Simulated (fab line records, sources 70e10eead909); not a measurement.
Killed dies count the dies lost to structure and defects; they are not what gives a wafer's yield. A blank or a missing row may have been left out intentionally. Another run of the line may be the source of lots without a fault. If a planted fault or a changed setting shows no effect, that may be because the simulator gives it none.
Comparing a struck lot with a sound one | flow nandHarc | 15 out of 1159 route steps
Sound: wafers L439.2, L439.5, L439.6. Struck: wafer L444.1 (left out: L444.2, L444.4 of the same lot, which were not struck); the cause appears at the end.
For every step that has rows: the tool of each side, followed by ch and its chambers, followed by its first start. Under that, the readings that differ: sound wafers | struck wafers | difference of the means | sigmas: that difference in standard deviations of wafers without a fault.
alike: same words and numbers on both sides, and readings whose means sit less than 2 such deviations apart. not compared: any withheld reading, any reading some wafer has no value for, any bound like >300 that may hide the same value, and any number with overlapping values for which the record gives no deviation.
Wherever a step has rows on one side only, a row that says differs or no value, or a row with sigmas, the two part there. Numbers that don't overlap but have no deviation are shown without sigmas and don't part them. Lack of a reading on every wafer of one side parts them only where that side has two or more wafers.

first, 8 steps without rows for these wafers: NHARC_A_SLIT_DEHYDRATE_01 (time 120 s); NHARC_A_SLIT_HMDS_02 (time 30 s); NHARC_A_SLIT_COAT_03 (resist thk 90 nm); NHARC_A_SLIT_SOFTBAKE_04 (time 55 s); NHARC_A_SLIT_EBR_05; NHARC_A_SLIT_EXPOSE_06 (exposes mask SLIT); NHARC_A_SLIT_PEB_07 (peb time 65 s); NHARC_A_SLIT_DEVELOP_08 (develop time 35 s).
NHARC_A_SLIT_CD_MEAS_09: target cd 300 nm.
  sound on cdSem-01 ch 0, day 16 14:20; struck on cdSem-02 ch 0, day 17 18:07
  alike: cdNm
NHARC_A_SLIT_OVL_MEAS_10:
  struck on overlay-01, day 17 18:12; sound on overlay-02, day 16 14:25
reading         | sound       | struck | difference | sigmas
overlayXNm (nm) | 1.2 0.9 0.6 | -2.1   | -3.0       | -4
  alike: overlayYNm
NHARC_A_SLIT_INSPECT_11:
  struck on defectInspect-01, day 17 18:14; sound on defectInspect-02, day 16 14:28
  alike: rawDefectCount
NHARC_A_SLIT_DESCUM_14: chemistry O2, time 3 s.
  sound on rieDiel-13 ch 0,3, day 16 14:32; struck on rieDiel-01 ch 3, day 17 18:17
reading                      | sound          | struck | difference | sigmas
rfVppV (V)                   | 57.6 59.5 58.4 | 56.4   | -2.1       | -2
showerheadPlenumPTorr (Torr) | 2.05 2.05 1.92 | 1.79   | -0.22      | -3
  alike: drypumpMotorCurrentA, oesProductAu, throttleValvePct
  not compared: rfHoursCounterH
NHARC_A_SLIT_ETCH_24: etches the open film in CF4/CHF3, target depth 121 nm, time 60.5 s.
  sound on rieDiel-13 ch 1,2,3, day 16 14:37; struck on rieDiel-01 ch 0, day 17 18:23
reading             | sound             | struck | difference | sigmas
oesProductAu (a.u.) | 0.978 0.954 0.980 | 0.834  | -0.137     | -9
  alike: chf3FlowSccm, drypumpMotorCurrentA, rfVppV, showerheadPlenumPTorr, throttleValvePct
  not compared: rfHoursCounterH
NHARC_A_SLIT_ETCH_15: etches the open film in O2/COS, target depth 3200 nm, time 832 s.
  sound on rieDiel-13 ch 1,2; struck on rieDiel-01 ch 2
reading             | sound             | struck | difference | sigmas
cosFlowSccm (sccm)  | 19.95 19.99 19.98 | 20.13  | +0.16      | +3
oesProductAu (a.u.) | 0.997 0.972 0.995 | 1.008  | +0.020     | +2
  alike: drypumpMotorCurrentA, rfVppV, showerheadPlenumPTorr, throttleValvePct
  not compared: rfHoursCounterH
-- the record jumps here: 5 days lie between the struck wafers' starts before and after (it left off in module A_SLIT and takes up again in module END, whose first step shown is number 1159 of the route) --
NHARC_END_SORT_01:
  at this point the record logs the struck wafers (prober-01 ch 0, day 22 13:05) and has no rows for the sound ones

WHERE THEY PART
Earliest at NHARC_A_SLIT_OVL_MEAS_10; latest, in this record, at NHARC_END_SORT_01.

WHY: what had been put in by the simulator
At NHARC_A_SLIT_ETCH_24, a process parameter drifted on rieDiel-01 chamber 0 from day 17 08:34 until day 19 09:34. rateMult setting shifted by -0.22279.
